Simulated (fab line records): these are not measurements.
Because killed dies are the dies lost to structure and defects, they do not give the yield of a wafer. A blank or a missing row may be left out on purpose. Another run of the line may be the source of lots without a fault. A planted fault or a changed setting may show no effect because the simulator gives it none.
A struck lot beside a sound one / flow n5 finfet / 21 out of 1938 route steps
Sound: these wafers, L390.1, L390.5, L390.6. Wafers L389.2, L389.3, L389.5 were the ones struck. The cause is named last.
Per side, at each step with rows, come the tool, then ch with its chambers, and then its first start. Under that, the readings that differ: sound wafers / struck wafers / difference of the means / sigmas: that difference in standard deviations of wafers without a fault.
alike: words and numbers the same on both sides, and readings whose means are apart by under 2 such deviations; not compared: readings that were withheld, readings missing a value for some wafer, numbers with overlapping values and no deviation given by the record, and bounds like >300 which may hide the same value.
Wherever a step has rows on one side only, a row that says differs or no value, or a row with sigmas, the two part there. Non-overlapping numbers with no deviation appear without sigmas and do not part them. A reading that every wafer of one side lacks parts them only if that side has two wafers or more.

first, 6 steps without rows for these wafers: N5_BEOL_M4_COAT_05 (resist thk 30 nm); N5_BEOL_M4_EBR_07; N5_BEOL_M4_SOFTBAKE_06 (time 60 s); N5_BEOL_M4_EXPOSE_08 (exposes mask M4); N5_BEOL_M4_PEB_09 (peb time 60 s); N5_BEOL_M4_DEVELOP_10 (develop time 30 s).
N5_BEOL_M4_CD_MEAS_11: target cd 16.79 nm.
  sound on cd sem-01 ch 0, day 10 06:10; struck on cd sem-01 ch 0, day 10 02:43
  alike: cd nm
N5_BEOL_M4_OVL_MEAS_12:
  sound on overlay-02 ch 0, day 10 06:12; struck on overlay-02 ch 0, day 10 02:46
  alike: M4_OVL
N5_BEOL_M4_INSPECT_13: inspects for defects (brightfield).
  sound on defect inspect-02 at day 10 06:16; struck on defect inspect-01 at day 10 02:49
  alike: raw defect count
N5_BEOL_M4_DESCUM_16: chemistry O2, time 7 s.
  sound on rie diel-04 ch 0,2,3, day 10 06:58; struck on rie diel-04 ch 0,1,3, day 10 02:51
  alike: drypump motor current A, oes product au, rf vpp V, showerhead plenum p Torr, throttle valve pct
  not compared: rf hours counter h
N5_BEOL_M4_ETCH_74: etches underlayer in N2/H2, target depth 6.5 nm, time 5.2 s.
  sound on rie diel-04 ch 0,2,3, day 10 07:00; struck on rie diel-04 ch 0,1,3, day 10 02:53
reading=bias w (W); sound=150.3 150.8 149.3; struck=149.4 149.1 149.2; difference=-0.9; sigmas=-2
  alike: chamber pressure mTorr, drypump motor current A, etch rf on time s, oes product au, rf vpp V, showerhead plenum p Torr, throttle valve pct
  not compared: rf hours counter h
N5_BEOL_M4_ETCH_63: etches SiARC in CF4, target depth 15.6 nm, time 26 s.
  sound on rie diel-04 ch 0,2,3, day 10 07:01; struck on rie diel-04 ch 0,1,3, day 10 02:54
  alike: bias w, cf4 flow sccm, drypump motor current A, etch rf on time s, oes product au, rf vpp V, showerhead plenum p Torr, throttle valve pct
  not compared: rf hours counter h
N5_BEOL_M4_ETCH_64: etches SOC in N2/H2, target depth 75 nm, overetch 22.5 nm, time 121.9 s.
  sound on rie diel-04 ch 0,2,3, day 10 07:03; struck on rie diel-04 ch 0,1,3, day 10 02:56
  no value came back on the struck wafers for any of 8 readings (bias w (W), chamber pressure mTorr (mTorr) and others); on the sound wafers bias w (W) reads 149.6 150.0 149.6
reading=model.CAR-EUV_of_BEOL_M4_COAT_05.thk nm (nm); sound=0 0 0; struck=11.2 11 11.2; difference=+11.1; sigmas=
reading=model.SiARC_of_BEOL_M4_COAT_62.thk nm (nm); sound=6.4 6.2 6.4; struck=12 12 12; difference=+6; sigmas=
reading=model.underlayer_of_BEOL_M4_COAT_73.thk nm (nm); sound=0 0 0; struck=5 5 5; difference=+5; sigmas=
  not compared: rf hours counter h
then, 2 steps without rows for these wafers: N5_BEOL_M4_STRIP_65 (strips in N2/H2); N5_BEOL_M4_STRIP_75 (strips in N2/H2).
N5_BEOL_M4_STRIP_66: strips in CF4.
  sound on rie diel-04 ch 0,2,3, day 10 07:11; struck on rie diel-04 ch 0,1,3, day 10 03:04
  alike: drypump motor current A, oes product au, rf vpp V, showerhead plenum p Torr, throttle valve pct
  not compared: rf hours counter h
N5_BEOL_M4_HM_OPEN_17: chemistry Cl2/BCl3, target TiN, target depth 20 nm, overetch 6 nm.
  sound on rie metal-02 ch 0,1, day 10 07:13; struck on rie metal-03 ch 0, day 10 03:06
reading=oes product au (a.u.); sound=0.84 0.85 0.53; struck=0.33 0.33 0.33; difference=-0.41; sigmas=-5
reading=throttle valve pct (%); sound=21.92 21.91 22.43; struck=22.91 22.89 22.90; difference=+0.81; sigmas=+5
  alike: bias w, drypump motor current A
  not compared: rf hours counter h
N5_BEOL_M4_STRIP_19: strips in O2.
  sound on rie diel-01 ch 0,1,3, day 10 07:20; struck on rie diel-04 ch 0,1, day 10 03:13
  alike: drypump motor current A, oes product au, rf vpp V, showerhead plenum p Torr, throttle valve pct
  not compared: rf hours counter h
N5_BEOL_M4_CD_MEAS_18: pitch 36 nm, target cd 18 nm.
  sound on cd sem-03 at day 10 07:25; struck on cd sem-02 at day 10 03:17
reading=cd nm (nm); sound=18.1 17.9 18.7; struck=- - -; difference=no value on the struck wafers; sigmas=
then, 1 step without rows for these wafers: N5_BEOL_M4_COAT_67 (time 60 s, resist thk 60 nm).
N5_BEOL_M4_RC_MEAS_101:
  the record has rows for the sound wafers here (prober-01 ch 0, day 11 02:36) and none for the struck ones

WHERE THEY PART
Last at N5_BEOL_M4_RC_MEAS_101 as far as this record goes, first at N5_BEOL_M4_ETCH_74.

WHY: what had been put in by the simulator
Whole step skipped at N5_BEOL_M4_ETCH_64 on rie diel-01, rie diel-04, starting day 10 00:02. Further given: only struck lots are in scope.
